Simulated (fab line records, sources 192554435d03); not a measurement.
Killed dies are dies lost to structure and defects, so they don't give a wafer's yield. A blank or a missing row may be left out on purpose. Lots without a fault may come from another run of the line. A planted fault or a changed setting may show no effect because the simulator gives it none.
fab line records | flow n5_finfet
record lots=6 wafers=18 last_day=17
route steps=1938 shown BEOL_M1@777 BEOL_M4@1111 PASSIVATION@1936
lots that met no fault: from a run of the same line without faults
start_h: hours from the record's first day to the start of the lot's first wafer shown | wait_h: hours since the lot's step before | " the same as in the row above | L1.1+2: a row that stands for several wafers | - no value, or no start given | * or withheld: withheld | < > ~ a bound
route shown NAME@n: a module of which the file shows steps, and the number in the route of the first | usual: mean/standard deviation of fault-free wafers | same: alike in all rows | chamber/n: place in a boat | sites: the reading at each site | _std_site: their standard deviation | _edge_site: outer sites' mean less inner sites' | radius_mm: how far each site lies from the wafer's centre | mask NAME#n: copy n | behind: the tool/chamber that last shaped the wafer | hold: why the lot was held/for how many hours/how that ended | device: the transistor (n, p or np) that didn't switch | end of line: the same wafers' tests at the end of the route | a step without rows: its recipe alone | killed: dies lost to structure and defects at the first sort, not the wafer's yield | map: a wafer's dies, x killed, . not, _ none there
set.NAME: the setting as run; set.NAME@STEP: as run at that earlier step | model.NAME: the simulator's own value behind a step, which no gauge read
lots at some steps of the route; a table a step, a row a wafer
services: from which hour (start_h, from the record's first day; less than 0 if before it) a tool's chamber was out of use, for how many hours, and why
## steps
# step N5_BEOL_M1_COAT_67
# recipe resist=SOC temp_c=250 time_s=60 spin_rpm=1500 resist_thk_nm=60
# step N5_BEOL_M1_COAT_68
# recipe resist=SiARC temp_c=220 time_s=60 spin_rpm=1500 resist_thk_nm=12
# step N5_BEOL_M1_COAT_76
# recipe resist=underlayer temp_c=205 time_s=60 spin_rpm=1500 resist_thk_nm=5
# step N5_BEOL_M1_COAT_22
# recipe resist=CAR-EUV spin_rpm=1500 resist_thk_nm=30
# step N5_BEOL_M1_EBR_24
# recipe solvent=PGMEA ebr_width_mm=1.5
# step N5_BEOL_M1_SOFTBAKE_23
# recipe temp_c=110 time_s=60 resist=CAR-EUV
# step N5_BEOL_M1_EXPOSE_25
# recipe mask_id=V0 na=0.33 source_shape=quasar sigma_inner=0.2 sigma_outer=0.8 polarization=unpolarized defocus_nm=5 target_cd_nm=24 dose_mj=63
# step N5_BEOL_M1_PEB_26
# recipe peb_temp_c=100 peb_time_s=60 resist=CAR-EUV
# step N5_BEOL_M1_DEVELOP_27
# recipe develop_time_s=30 developer=TMAH resist=CAR-EUV rinse_liquid=surfactant_rinse dry=air_spin dev_temp_c=23
# step N5_BEOL_M1_CD_MEAS_28
# recipe landing_energy_ev=500 detector=se_inlens target_cd_y_nm=23.3
# usual cd_nm=24.02/0.25
# columns lot.wafer tool chamber start_h wait_h cd_nm
L931.3 cd_sem-01 0 125.46 - 24.04
L931.4 " 0 " " 23.93
L931.6 " 0 " " 24.19
L937.1 cd_sem-02 0 157.04 - 23.81
L937.2 " 0 " " 23.32
L937.3 " 0 " " 24.23
L947.1 cd_sem-03 0 219.73 - 24.03
L947.2 " 0 " " 24.15
L947.4 " 0 " " 24.35
L950.2 cd_sem-02 0 236.41 - 24.01
L950.3 " 0 " " 23.91
L950.5 " 0 " " 24.04
L952.1 cd_sem-03 0 262.34 - 24.00
L952.2 " 0 " " 23.63
L952.4 " 0 " " 24.14
L954.4 cd_sem-03 0 262.96 - 23.97
L954.5 " 0 " " 24.21
L954.6 " 0 " " 23.85
# step N5_BEOL_M1_OVL_MEAS_29
# recipe points_per_wafer=522
# usual V0_OVL=0.0/0.63
# columns lot.wafer tool chamber start_h wait_h V0_OVL[nm]
L931.3 overlay-02 0 125.50 0.0 0.9
L931.4 " 0 " " 0.7
L931.6 " 0 " " 0.3
L937.1 overlay-01 0 157.07 0.0 1.1
L937.2 " 0 " " 0.6
L937.3 " 0 " " 0.7
L947.1 overlay-01 0 219.76 0.0 -0.3
L947.2 " 0 " " 0.1
L947.4 " 0 " " 1.5
L950.2 overlay-01 0 236.45 0.0 -0.4
L950.3 " 0 " " 0.1
L950.5 " 0 " " 0.4
L952.1 overlay-02 0 262.37 0.0 -0.6
L952.2 " 0 " " 0.3
L952.4 " 0 " " -0.2
L954.4 overlay-02 0 263.00 0.0 -0.5
L954.5 " 0 " " -0.1
L954.6 " 0 " " -0.2
# step N5_BEOL_M1_INSPECT_30
# recipe mode=adi inspect_instrument=brightfield
# usual raw_defect_count=410/89
# columns lot.wafer tool chamber start_h wait_h raw_defect_count
L931.3 defect_inspect-01 - 125.54 0.0 517
L931.4 " - " " 407
L931.6 " - " " 451
L937.1 defect_inspect-01 - 157.13 0.1 292
L937.2 " - " " 340
L937.3 " - " " 530
L947.1 defect_inspect-02 - 219.82 0.1 266
L947.2 " - " " 446
L947.4 " - " " 358
L950.2 defect_inspect-01 - 236.50 0.0 465
L950.3 " - " " 437
L950.5 " - " " 532
L952.1 defect_inspect-02 - 262.43 0.1 297
L952.2 " - " " 553
L952.4 " - " " 352
L954.4 defect_inspect-02 - 263.04 0.0 556
L954.5 " - " " 732
L954.6 " - " " 330
# step N5_BEOL_M1_DESCUM_33
# recipe chemistry=O2 time_s=7 source_power_w=50 bias_power_w=20 pressure_mtorr=20 rf_frequency_hz=2.712e+07 temp_c=40 resist=CAR-EUV o2_flow_sccm=225
# usual drypump_motor_current_A=5.54/0.27 oes_product_au=0.78/0.087 rf_vpp_V=243.3/1.3 showerhead_plenum_p_Torr=2.11/0.07 throttle_valve_pct=20.43/0.25
# columns lot.wafer tool chamber start_h wait_h drypump_motor_current_A oes_product_au rf_hours_counter_h rf_vpp_V showerhead_plenum_p_Torr throttle_valve_pct model.CAR-EUV_of_BEOL_M1_COAT_22.thk_nm
L931.3 rie_diel-01 3 125.61 0.1 5.14 0.88 38 242.8 2.14 20.66 26
L931.4 " 2 " " 5.74 0.69 217 244.4 2.16 20.85 26
L931.6 " 3 " " 5.16 0.88 - 242.9 2.14 20.64 26
L937.1 rie_diel-06 2 157.35 0.2 5.42 0.73 173 244.4 2.18 20.25 26
L937.2 " 3 " " 5.90 0.87 61 245.1 2.23 20.10 26.2
L937.3 " 0 " " 5.80 0.71 220 242.8 2.06 20.56 26
L947.1 rie_diel-01 3 219.85 0.0 5.14 0.84 66 244.9 2.13 20.70 25.2
L947.2 " 2 " " 5.73 0.67 245 243.5 2.15 20.90 25.2
L947.4 " 1 " " 5.48 0.97 13 244.3 2.15 20.01 25.2
L950.2 rie_diel-01 3 236.53 0.0 5.16 0.83 71 242.6 2.12 20.70 25.2
L950.3 " 1 " " 5.48 0.96 17 244.0 2.15 20.02 25
L950.5 " 3 " " 5.16 0.84 - 243.3 2.12 20.71 25
L952.1 rie_diel-02 1 262.46 0.0 5.66 0.80 85 240.8 2.02 20.46 26
L952.2 " 2 " " 5.84 0.82 101 242.5 2.11 20.04 26.2
L952.4 " 0 " " 5.11 0.95 3 244.5 2.16 20.22 26.2
L954.4 rie_diel-02 2 263.08 0.0 5.84 0.81 102 244.1 2.11 20.03 26.2
L954.5 " 1 " " 5.66 0.80 - 241.7 2.02 20.46 26
L954.6 " 0 " " 5.12 0.95 - 243.6 2.16 20.22 26
# step N5_BEOL_M1_ETCH_77
# recipe chemistry=N2/H2 target=underlayer target_depth_a=65 mask_material=CAR-EUV time_s=5.2 ion_energy_ev=200 pressure_mtorr=30 source_w=840 bias_w=150 n2_flow_sccm=200 h2_flow_sccm=200 ends=cleared
# usual drypump_motor_current_A=5.54/0.27 etch_rf_on_time_s=5.19/0.12 h2_flow_sccm=200.0/0.55 oes_product_au=0.67/0.073 rf_vpp_V=524.1/2.6 showerhead_plenum_p_Torr=2.55/0.079 throttle_valve_pct=17.80/0.28
# columns lot.wafer tool chamber start_h wait_h drypump_motor_current_A etch_rf_on_time_s h2_flow_sccm oes_product_au rf_hours_counter_h rf_vpp_V showerhead_plenum_p_Torr throttle_valve_pct
L931.3 rie_diel-01 3 125.64 0.0 5.15 5.43 199.4 0.73 38 525.5 2.58 17.83
L931.4 " 2 " " 5.76 5.35 200.2 0.57 217 525.6 2.61 18.20
L931.6 " 3 " " 5.14 5.37 200.8 0.74 - 524.5 2.58 17.86
L937.1 rie_diel-06 2 157.38 0.0 5.41 5.07 201.4 0.63 173 527.9 2.65 17.83
L937.2 " 3 " " 5.89 5.05 200.2 0.75 61 527.3 2.68 17.38
L937.3 " 0 " " 5.81 5.22 200.3 0.61 220 521.1 2.52 18.06
L947.1 rie_diel-01 3 219.89 0.0 5.16 5.46 199.9 0.70 66 525.6 2.57 17.89
L947.2 " 2 " " 5.76 5.31 200.0 0.57 245 524.8 2.60 18.26
L947.4 " 1 " " 5.50 5.16 199.9 0.82 13 524.8 2.60 17.34
L950.2 rie_diel-01 3 236.57 0.0 5.17 5.35 199.4 0.71 71 526.6 2.56 17.90
L950.3 " 1 " " 5.51 5.08 199.3 0.82 17 525.8 2.60 17.37
L950.5 " 3 " " 5.15 5.34 199.5 0.70 - 526.3 2.57 17.88
L952.1 rie_diel-02 1 262.50 0.0 5.66 5.00 199.3 0.70 85 521.7 2.47 17.84
L952.2 " 2 " " 5.85 5.23 199.8 0.68 101 522.5 2.57 17.36
L952.4 " 0 " " 5.15 5.10 199.2 0.81 4 522.7 2.61 17.65
L954.4 rie_diel-02 2 263.11 0.0 5.85 5.21 199.4 0.69 102 527.0 2.57 17.38
L954.5 " 1 " " 5.67 5.02 199.0 0.70 - 521.6 2.47 17.85
L954.6 " 0 " " 5.13 4.98 200.4 0.81 - 523.9 2.61 17.66
# step N5_BEOL_M1_ETCH_69
# recipe chemistry=CF4 target=SiARC target_depth_a=156 mask_material=CAR-EUV time_s=26 ion_energy_ev=80 pressure_mtorr=40 source_w=545 bias_w=36 Ar_flow_sccm=100 cf4_flow_sccm=100 ends=cleared
# usual drypump_motor_current_A=5.53/0.27 etch_rf_on_time_s=26.0/0.56 oes_product_au=0.67/0.073 rf_vpp_V=184.2/1.2 showerhead_plenum_p_Torr=2.15/0.066 throttle_valve_pct=15.58/0.29
# columns lot.wafer tool chamber start_h wait_h drypump_motor_current_A etch_rf_on_time_s oes_product_au rf_hours_counter_h rf_vpp_V showerhead_plenum_p_Torr throttle_valve_pct
L931.3 rie_diel-01 3 125.66 0.0 5.13 26.8 0.74 38 184.3 2.18 15.73
L931.4 " 2 " " 5.77 26.5 0.59 217 185.0 2.21 16.12
L931.6 " 3 " " 5.13 26.8 0.74 - 184.4 2.18 15.71
L937.1 rie_diel-06 2 157.40 0.0 5.42 25.0 0.64 173 186.3 2.22 15.45
L937.2 " 3 " " 5.90 25.4 0.75 61 187.1 2.26 15.21
L937.3 " 0 " " 5.76 25.8 0.61 220 182.9 2.14 15.91
L947.1 rie_diel-01 3 219.90 0.0 5.15 27.2 0.70 66 185.3 2.17 15.78
L947.2 " 2 " " 5.71 27.0 0.57 245 182.0 2.20 16.18
L947.4 " 1 " " 5.46 26.1 0.82 13 184.3 2.19 15.09
L950.2 rie_diel-01 3 236.58 0.0 5.16 27.0 0.69 71 183.3 2.16 15.79
L950.3 " 1 " " 5.49 25.6 0.82 17 185.6 2.18 15.10
L950.5 " 3 " " 5.13 26.9 0.70 - 185.9 2.16 15.79
L952.1 rie_diel-02 1 262.51 0.0 5.64 25.4 0.69 85 183.4 2.07 15.57
L952.2 " 2 " " 5.86 26.4 0.69 101 184.0 2.15 15.19
L952.4 " 0 " " 5.09 25.6 0.81 4 185.0 2.18 15.23
L954.4 rie_diel-02 2 263.13 0.0 5.83 26.5 0.69 102 185.0 2.15 15.20
L954.5 " 1 " " 5.66 25.5 0.70 - 183.4 2.07 15.57
L954.6 " 0 " " 5.10 25.6 0.82 - 183.9 2.18 15.22
# step N5_BEOL_M1_ALD_98
# recipe material=SiO2 target_thk_a=25 temp_c=100 ald_precursor_family=BDEAS ald_co_reactant=O2-plasma pulse_time_s=1 co_reactant_pulse_time_s=1 purge_time_s=2 co_reactant_purge_time_s=2 ald_cycles=17 pressure_torr=2
# usual heater_power_w=79/7.3 precursor_pulse_height_rel=0.998/0.02
# columns lot.wafer tool chamber start_h wait_h heater_power_w precursor_pulse_height_rel
L931.3 ald_sin-04 3 125.74 0.1 72 0.943
L931.4 " 0 " " 79 0.970
L931.6 " 3 " " 74 0.997
L937.1 ald_sin-03 1 157.48 0.1 83 1.025
L937.2 " 0 " " 70 0.984
L937.3 " 2 " " 81 0.971
L947.1 ald_sin-04 3 219.99 0.1 75 1.008
L947.2 " 2 " " 79 0.995
L947.4 " 0 " " 76 1.028
L950.2 ald_sin-03 0 236.81 0.2 69 0.983
L950.3 " 2 " " 78 1.013
L950.5 " 2 " " 81 0.987
L952.1 ald_sin-04 1 262.60 0.1 81 1.013
L952.2 " 2 " " 76 0.992
L952.4 " 3 " " 75 1.014
L954.4 ald_sin-04 2 263.21 0.1 78 0.953
L954.5 " 3 " " 75 1.006
L954.6 " 2 " " 77 0.976
# step N5_BEOL_M1_ETCHBACK_99
# recipe chemistry=CHF3 target=SiO2 target_depth_a=50 time_s=10.4 source_w=215 bias_w=47 Ar_flow_sccm=200 CHF3_flow_sccm=12 ion_energy_ev=100 pressure_mtorr=30
# usual drypump_motor_current_A=5.49/0.25 oes_product_au=0.78/0.09 rf_vpp_V=240/5.4 showerhead_plenum_p_Torr=2.16/0.071 throttle_valve_pct=17.1/0.31
# columns lot.wafer tool chamber start_h wait_h drypump_motor_current_A oes_product_au rf_hours_counter_h rf_vpp_V showerhead_plenum_p_Torr throttle_valve_pct model.CAR-EUV_of_BEOL_M1_COAT_22.thk_nm
L931.3 rie_diel-02 3 129.96 4.2 5.34 0.76 141 239 2.06 17.0 10.4
L931.4 " 0 " " 5.09 0.69 218 246 2.21 17.2 10.4
L931.6 " 3 " " 5.34 0.77 - 238 2.06 17.1 10.2
L937.1 rie_diel-06 2 160.62 3.1 5.43 0.73 174 231 2.22 16.8 10.2
L937.2 " 3 " " 5.90 0.87 62 245 2.30 16.8 10.4
L937.3 " 1 " " 5.29 0.69 208 246 2.12 17.1 10.4
L947.1 rie_diel-06 1 223.05 3.0 5.29 0.68 229 243 2.11 17.2 9.4
L947.2 " 3 " " 5.87 0.84 80 241 2.29 16.8 9.4
L947.4 " 0 " " 5.76 0.68 242 238 2.14 17.4 9.4
L950.2 rie_diel-01 3 241.34 4.5 5.15 0.82 73 237 2.19 17.3 9.6
L950.3 " 1 " " 5.48 0.95 18 240 2.20 16.6 9.4
L950.5 " 3 " " 5.17 0.82 - 238 2.19 17.3 9.4
L952.1 rie_diel-01 0 266.56 3.9 5.42 0.75 180 232 2.05 17.2 10.4
L952.2 " 3 " " 5.15 0.81 82 238 2.19 17.4 10.4
L952.4 " 2 " " 5.69 0.99 3 247 2.22 17.2 10.4
L954.4 rie_diel-02 2 266.80 3.5 5.82 0.80 103 249 2.16 16.6 10.4
L954.5 " 1 " " 5.67 0.80 - 242 2.07 17.0 10.4
L954.6 " 2 " " 5.84 0.80 - 247 2.16 16.6 10.4
# step N5_BEOL_M1_ETCH_70
# recipe chemistry=N2/H2 target=SOC target_depth_a=800 overetch_a=160 mask_material=SiARC temp_c=40 time_s=120 ion_energy_ev=200 pressure_mtorr=30 source_w=840 bias_w=150 n2_flow_sccm=200 h2_flow_sccm=200
# usual drypump_motor_current_A=5.50/0.25 h2_flow_sccm=200.0/0.51 oes_product_au=0.60/0.066 rf_vpp_V=524.2/2.3 showerhead_plenum_p_Torr=2.55/0.075 throttle_valve_pct=17.81/0.27
# columns lot.wafer tool chamber start_h wait_h drypump_motor_current_A h2_flow_sccm oes_product_au rf_hours_counter_h rf_vpp_V showerhead_plenum_p_Torr throttle_valve_pct
L931.3 rie_diel-02 3 129.99 0.0 5.35 200.2 0.60 141 520.7 2.44 17.78
L931.4 " 0 " " 5.09 200.2 0.53 219 526.8 2.62 18.01
L931.6 " 3 " " 5.34 200.1 0.60 - 521.3 2.44 17.80
L937.1 rie_diel-06 2 160.66 0.0 5.47 200.0 0.56 174 526.4 2.65 17.79
L937.2 " 3 " " 5.88 199.4 0.66 62 527.1 2.68 17.32
L937.3 " 1 " " 5.30 200.6 0.53 208 523.0 2.52 17.94
L947.1 rie_diel-06 1 223.08 0.0 5.33 201.0 0.52 229 522.7 2.51 17.99
L947.2 " 3 " " 5.90 201.1 0.65 80 527.5 2.67 17.36
L947.4 " 0 " " 5.76 199.4 0.53 242 522.4 2.51 18.07
L950.2 rie_diel-01 3 241.38 0.0 5.16 199.8 0.64 73 525.7 2.56 17.86
L950.3 " 1 " " 5.46 200.1 0.72 18 524.2 2.60 17.32
L950.5 " 3 " " 5.15 200.7 0.64 - 524.8 2.56 17.87
L952.1 rie_diel-01 0 266.60 0.0 5.42 199.7 0.57 180 520.1 2.42 17.89
L952.2 " 3 " " 5.16 200.1 0.63 82 524.2 2.56 17.87
L952.4 " 2 " " 5.78 200.9 0.74 3 524.9 2.59 17.81
L954.4 rie_diel-02 2 266.83 0.0 5.84 200.2 0.63 103 523.3 2.57 17.33
L954.5 " 1 " " 5.66 200.6 0.62 - 521.6 2.47 17.80
L954.6 " 2 " " 5.86 200.0 0.63 - 523.0 2.57 17.33
# step N5_BEOL_M4_RC_MEAS_101
# usual DIBL_N=36.6/1.7 DIBL_P=36.7/2 IOFF_N=0.16/0.033 IOFF_P=0.22/0.04 ION_N=673/12 ION_P=463/7.9 SS_N=71.7/0.58 SS_P=73.3/0.64 VT_N=249/3.3 VT_P=-249/3.1
# columns lot.wafer tool chamber start_h wait_h DIBL_N[mV/V] DIBL_P[mV/V] IOFF_N[nA/um] IOFF_P[nA/um] ION_N[uA/um] ION_P[uA/um] SS_N[mV/dec] SS_P[mV/dec] VT_N[mV] VT_P[mV]
L931.3 prober-01 0 168.54 0.3 38.7 38.3 0.19 0.26 674 462 72.5 73.4 250 -247
L931.4 " 0 " " 36.7 36.8 0.16 0.23 681 467 71.0 73.3 250 -247
L931.6 " 0 " " 37.2 37.7 0.17 0.24 672 466 71.3 73.4 247 -247
L937.1 prober-02 0 195.37 0.0 34.0 34.6 0.15 0.20 665 459 72.2 72.4 251 -251
L937.2 " 0 " " 35.5 35.7 0.18 0.22 676 456 72.0 73.1 247 -252
L937.3 " 0 " " 35.5 37.2 0.18 0.25 675 465 72.1 73.1 246 -249
L947.1 prober-01 0 278.75 0.0 35.0 36.1 0.15 0.20 687 473 71.0 72.6 246 -251
L947.2 " 0 " " 38.2 38.7 0.19 0.24 675 466 72.4 72.7 247 -248
L947.4 " 0 " " 36.9 37.6 0.18 0.22 683 465 71.4 73.4 250 -250
L950.2 prober-01 0 296.99 0.2 38.7 39.6 0.21 0.30 683 469 72.0 73.9 246 -245
L950.3 " 0 " " 35.1 36.2 0.15 0.24 689 476 71.0 73.1 249 -247
L950.5 " 0 " " 36.0 36.9 0.15 0.24 669 465 71.4 73.5 251 -247
L954.4 prober-01 0 308.57 0.5 34.3 33.2 0.13 0.20 661 471 70.8 72.2 248 -245
L954.5 " 0 " " 34.4 34.2 0.13 0.22 670 465 70.8 72.7 252 -247
L954.6 " 0 " " 37.5 37.0 0.17 0.26 668 467 72.1 73.1 251 -244
L952.1 prober-02 0 311.65 0.0 39.1 38.5 0.20 0.29 677 474 72.7 73.8 249 -244
L952.2 " 0 " " 36.7 36.4 0.16 0.26 685 479 71.5 73.4 248 -242
L952.4 " 0 " " 36.7 35.6 0.16 0.25 680 469 71.8 73.6 248 -247
# step N5_PASSIVATION_PROBE_49
# usual defect_limited_yield=91.1/1.4 killed_at_M0_to_M3=34/11 killed_at_M4_up=14/5.7 killed_at_contacts=14/6.9 killed_at_front_end=40/11 killed_at_other=4/3.1 killed_dies=105/17 killed_open=70/13 killed_short=34/7.6 sort_bin_5_function=5.3/0.95 sort_bin_6_memory=3.3/0.64 sort_bin_8_speed=0.00/0.029 sort_n_pass=1075/17 sort_yield_pct=91.1/1.4
# same gross_dies=1180 killed_at_back_side=0 sort_bin_4_leakage[%]=0
# columns lot.wafer tool chamber start_h wait_h defect_limited_yield[%] killed_at_M0_to_M3 killed_at_M4_up killed_at_contacts killed_at_front_end killed_at_other killed_dies killed_open killed_short sort_bin_5_function[%] sort_bin_6_memory[%] sort_bin_8_speed[%] sort_n_pass sort_yield_pct[%]
L931.3 prober-02 - 266.91 0.1 91.1 31 17 10 42 5 105 80 24 5.7 3.0 0 1075 91.1
L931.4 prober-02 - 266.96 0.2 88.8 40 27 16 40 9 132 99 31 7.1 3.9 0 1048 88.8
L931.6 prober-02 - 267.06 0.3 89.6 45 19 6 49 4 123 81 40 6.0 4.1 0 1057 89.6
L937.1 prober-01 - 309.04 0.0 88.6 42 14 15 64 0 135 84 50 7.0 3.9 0 1045 88.6
L937.2 prober-01 - 309.09 0.1 91.9 26 12 21 34 2 95 66 28 4.2 3.7 0 1085 91.9
L937.3 prober-01 - 309.14 0.1 92.0 30 10 16 36 2 94 70 23 4.2 3.6 0 1086 92.0
L947.1 prober-01 - 374.76 0.0 90.6 37 17 19 37 1 111 78 32 5.8 3.3 0 1069 90.6
L947.2 prober-01 - 374.81 0.1 89.7 44 16 11 51 0 122 86 36 6.2 3.9 0 1058 89.7
L947.4 prober-01 - 374.91 0.2 91.3 39 19 11 31 3 103 66 36 5.5 2.8 0 1077 91.3
L952.1 prober-01 - 410.97 0.0 90.2 25 23 25 41 2 116 76 39 5.5 3.8 0 1064 90.2
L952.2 prober-01 - 411.02 0.1 90.7 35 21 16 35 3 110 80 28 6.4 2.7 0 1070 90.7
L952.4 prober-01 - 411.12 0.2 90.2 24 18 16 53 5 116 81 33 5.8 3.7 0 1064 90.2
# killed by level:class
L931.3 STI_FIN_REVEAL:geometric_particle:open=11 GATE_CUT:geometric_particle:open=11 BEOL_M4:geometric_particle:open=10 BEOL_M0_SAQP:geometric_particle:open=8 MOL_CONTACT_COAG:geometric_particle:open=8 BEOL_M3:geometric_particle:open=7 BEOL_M0_SAQP:geometric_particle:short=6 FIN_SAQP:geometric_particle:open=5
L931.4 BEOL_M4:geometric_particle:open=20 STI_FIN_REVEAL:geometric_particle:open=15 MOL_CONTACT_COAG:geometric_particle:open=12 BEOL_M0_SAQP:geometric_particle:open=11 FIN_SAQP:geometric_particle:open=9 BEOL_M1:geometric_particle:open=9 BEOL_M3:geometric_particle:open=8 BEOL_M0_SAQP:geometric_particle:short=5
L931.6 FIN_SAQP:geometric_particle:open=18 BEOL_M0_SAQP:geometric_particle:short=11 BEOL_M0_SAQP:geometric_particle:open=8 FIN_SAQP:geometric_particle:short=7 MOL_CONTACT_COAG:geometric_particle:open=6 BEOL_M3:geometric_particle:open=6 BEOL_M1:geometric_particle:open=6 BEOL_M2:geometric_particle:open=6
L937.1 FIN_SAQP:geometric_particle:open=21 FIN_SAQP:geometric_particle:short=18 BEOL_M0_SAQP:geometric_particle:open=16 MOL_CONTACT_COAG:geometric_particle:open=11 BEOL_M0_SAQP:geometric_particle:short=11 DUMMY_GATE:geometric_particle:open=6 BEOL_M7:geometric_particle:open=4 MOL_CONTACT_COAG:geometric_particle:short=4
L937.2 MOL_CONTACT_COAG:geometric_particle:open=20 BEOL_M4:geometric_particle:open=8 BEOL_M2:geometric_particle:open=7 FIN_SAQP:geometric_particle:open=6 BEOL_M3:geometric_particle:open=6 DUMMY_GATE:geometric_particle:short=5 DUMMY_GATE:geometric_particle:open=5 BEOL_M0_SAQP:geometric_particle:short=5
L937.3 FIN_SAQP:geometric_particle:open=12 MOL_CONTACT_COAG:geometric_particle:open=12 FIN_SAQP:geometric_particle:short=7 BEOL_M2:geometric_particle:open=7 BEOL_M0_SAQP:geometric_particle:short=6 BEOL_M0:geometric_particle:open=6 BEOL_M3:geometric_particle:open=6 MOL_CONTACT_COAG:geometric_particle:short=4
L947.1 MOL_CONTACT_COAG:geometric_particle:open=16 BEOL_M3:geometric_particle:open=11 BEOL_M4:geometric_particle:open=10 ILD0:geometric_particle:short=7 BEOL_M0_SAQP:geometric_particle:open=7 STI_FIN_REVEAL:geometric_particle:open=5 FIN_SAQP:geometric_particle:short=4 DUMMY_GATE:geometric_particle:open=4
L947.2 BEOL_M3:geometric_particle:open=10 ILD0:geometric_particle:open=9 MOL_CONTACT_COAG:geometric_particle:open=9 BEOL_M1:geometric_particle:open=9 BEOL_M2:geometric_particle:open=8 FIN_SAQP:geometric_particle:short=6 ILD0:geometric_particle:short=6 BEOL_M0_SAQP:geometric_particle:open=6
L947.4 BEOL_M4:geometric_particle:open=12 BEOL_M3:geometric_particle:open=11 MOL_CONTACT_COAG:geometric_particle:open=9 FIN_SAQP:geometric_particle:open=8 FIN_SAQP:geometric_particle:short=7 BEOL_M0_SAQP:geometric_particle:short=6 BEOL_M0_SAQP:geometric_particle:open=5 BEOL_M1:geometric_particle:open=5
L952.1 MOL_CONTACT_COAG:geometric_particle:open=18 STI_FIN_REVEAL:geometric_particle:open=12 BEOL_M4:geometric_particle:open=8 MOL_CONTACT_COAG:geometric_particle:short=7 BEOL_M4:geometric_particle:short=6 FIN_SAQP:geometric_particle:short=5 DUMMY_GATE:geometric_particle:open=5 BEOL_M0_SAQP:geometric_particle:short=5
L952.2 MOL_CONTACT_COAG:geometric_particle:open=15 BEOL_M4:geometric_particle:open=13 BEOL_M0_SAQP:geometric_particle:open=10 STI_FIN_REVEAL:geometric_particle:open=9 FIN_SAQP:geometric_particle:short=8 BEOL_M1:geometric_particle:open=7 FIN_SAQP:geometric_particle:open=6 BEOL_M0_SAQP:geometric_particle:short=6
L952.4 STI_FIN_REVEAL:geometric_particle:open=26 MOL_CONTACT_COAG:geometric_particle:open=13 STI_FIN_REVEAL:geometric_particle:short=7 BEOL_M0_SAQP:geometric_particle:short=7 BEOL_M0_SAQP:geometric_particle:open=7 BEOL_M4:geometric_particle:open=7 GATE_CUT:geometric_particle:short=6 BEOL_M1:geometric_particle:open=4
## services
# columns tool chamber start_h hours kind
rie_diel-06 2 125.43 12.1 repair
ald_sin-03 2 129.97 7.7 repair
rie_diel-02 3 142.67 1.8 repair
ald_sin-04 - 147.83 1.5 repair
rie_diel-01 2 164.28 2.8 repair
rie_diel-01 1 168.11 - clean
rie_diel-01 1 168.11 - consumable_replace:focus_ring
rie_diel-01 1 168.11 13.9 scheduled_down
rie_diel-01 1 168.11 13.9 vent_cycle
ald_sin-04 - 218.74 0.8 pm
ald_sin-04 0 225.34 7.4 repair
rie_diel-02 0 233.89 - clean
rie_diel-02 0 233.89 - consumable_replace:focus_ring
rie_diel-02 0 233.89 14.9 scheduled_down
rie_diel-02 0 233.89 14.9 vent_cycle
rie_diel-01 2 235.33 5.0 repair
rie_diel-01 2 242.52 - clean
rie_diel-01 2 242.52 - consumable_replace:focus_ring
rie_diel-01 2 242.52 17.4 scheduled_down
rie_diel-01 2 242.52 17.4 vent_cycle
rie_diel-02 1 243.32 8.0 repair
rie_diel-06 0 260.74 - clean
rie_diel-06 0 260.74 - consumable_replace:focus_ring
rie_diel-06 0 260.74 22.9 scheduled_down
## key
first_sign none at tools or gauges
model_effect step=N5_BEOL_M1_DESCUM_33 value=CAR-EUV_of_BEOL_M1_COAT_22.thk_nm without=26.17 struck=25.13
model_effect step=N5_BEOL_M1_ETCHBACK_99 value=CAR-EUV_of_BEOL_M1_COAT_22.thk_nm without=10.5 struck=9.433
met_at N5_BEOL_M1_DESCUM_33
struck_wafers L947.1,L947.2,L947.4,L950.2,L950.3,L950.5
onset_between 125.61 219.85
fault kind=process_parameter_drift tool=rie_diel-01 chamber=- onset_h=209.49 steps=N5_BEOL_M1_DESCUM_33 channel=time_s offset=* shape=step end_h=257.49 acts_in=* stated=*
